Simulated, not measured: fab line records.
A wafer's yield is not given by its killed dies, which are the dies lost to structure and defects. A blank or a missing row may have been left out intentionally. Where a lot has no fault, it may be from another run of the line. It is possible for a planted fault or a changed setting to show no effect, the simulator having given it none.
Lot-split experiment | flow n5Finfet | on a route of 1938 steps: 7 lots, 21 wafers read

## SPLIT DETAILS
At N5_HKMG_FIN_ETCH_54 (etches SiARC in CF4, target depth 45.5 nm, time 75.8 s), the setting biasW was moved away from the recipe's 36 W on 7 of the 21 wafers read, by -17.7% to +17.8%. All remaining wafers had this setting at the recipe value.

The reading is taken at the split's own step.

## THE READING
rfVppV, in V, at N5_HKMG_FIN_ETCH_54 (etches SiARC in CF4, target depth 45.5 nm, time 75.8 s). A value of 184.4 V with a standard deviation of 1.3 V is what fault-free wafers of this fab line usually give.

wafer  | tool, chamber at the split | biasW as run, W | against the recipe | rfVppV, V | against lot-mates on the recipe
L077.3 | rieDiel-04, 2              | 41.24           | +14.6%             | 203.1     | no lot-mate on the recipe
L077.5 | rieDiel-04, 0              | 41.24           | +14.6%             | 202.2     | no lot-mate on the recipe
L077.6 | rieDiel-04, 1              | 41.24           | +14.6%             | 199.6     | no lot-mate on the recipe
L078.1 | rieDiel-04, 2              | 29.62           | -17.7%             | 163.6     | -23.1
L078.2 | rieDiel-04, 3              | 29.62           | -17.7%             | 162.4     | -24.3
L078.4 | rieDiel-04, 0              | 36              | recipe             | 186.7     | -
L079.1 | rieDiel-01, 3              | 36              | recipe             | 186.7     | -
L079.2 | rieDiel-01, 2              | 36              | recipe             | 182.8     | -
L079.6 | rieDiel-01, 3              | 42.4            | +17.8%             | 207.5     | +22.8
L082.4 | rieDiel-04, 0              | 36              | recipe             | 185.2     | -
L082.5 | rieDiel-04, 2              | 36              | recipe             | 186.4     | -
L082.6 | rieDiel-04, 1              | 36              | recipe             | 183.6     | -
L085.2 | rieDiel-04, 2              | 36              | recipe             | 186.6     | -
L085.3 | rieDiel-04, 3              | 36              | recipe             | 183.2     | -
L085.6 | rieDiel-04, 1              | 36              | recipe             | 182.4     | -
L088.3 | rieDiel-04, 2              | 36              | recipe             | 185.4     | -
L088.4 | rieDiel-04, 0              | 36              | recipe             | 185.6     | -
L088.5 | rieDiel-04, 2              | 38.26           | +6.3%              | 192.1     | +6.6
L090.4 | rieDiel-04, 0              | 36              | recipe             | 186.1     | -
L090.5 | rieDiel-04, 3              | 36              | recipe             | 182.4     | -
L090.6 | rieDiel-04, 2              | 36              | recipe             | 184.8     | -

THE FIT
A straight line over all 21 wafers: rfVppV changes by +1.21 V for each +1% of biasW; r = +0.99; the points scatter about the line by 1.6 V.
The same after taking each lot's own level away (the mean of its wafers on the recipe; 18 wafers): +1.31 V for each +1%; r = +0.99; scatter 1.4 V.
That fit puts the effect of the largest move of biasW on the reading at 23 V.
From 184.07 to 186.70 V: that is the span of the lots' own levels, equal to 2.0 times the standard deviation above.
Hence the lot-to-lot level has little effect on the slope; both slopes agree.
Check: with one of the wafers moved furthest among these (+17.8%) left out of the fit, the line predicts +23.2 V for it against its lot-mates. Against them it came out at +22.8 V.
Tool readings at the split's step, against how far the setting was moved: rfVppV r = +0.99.

## ADDITIONAL SPLITS CARRIED BY THESE WAFERS
Note: prior to the reading, these wafers also went through further splits. Each is held against what the fit with the lots' levels taken away leaves over:
other split on the same wafers | wafers away from the commonest value | r with rfVppV (lot level and that fit taken away)
N5_WELL_APT_COAT_02 spinRpm    | 7                                    | +0.24
N5_WELL_APT_PEB_06 pebTimeS    | 8                                    | +0.21
N5_WELL_APT_EXPOSE_22 doseMj   | 5                                    | -0.42
N5_WELL_APT_PEB_23 pebTempC    | 7                                    | -0.07
N5_DUMMY_GATE_CVD_03 tempC     | 15                                   | -0.05
N5_SD_EPI_N_EXPOSE_06 doseMj   | 6                                    | -0.13
N5_SD_EPI_N_PEB_07 pebTempC    | 6                                    | +0.28
N5_SD_ACTIVATION_LSA_01 tempC  | 9                                    | -0.09
N5_SDB_CUT_ETCH_26 icpW        | 7                                    | +0.12

## FILE'S OWN FIT
rfVppV changes by +1.29 V for each +1% of biasW, r = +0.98.
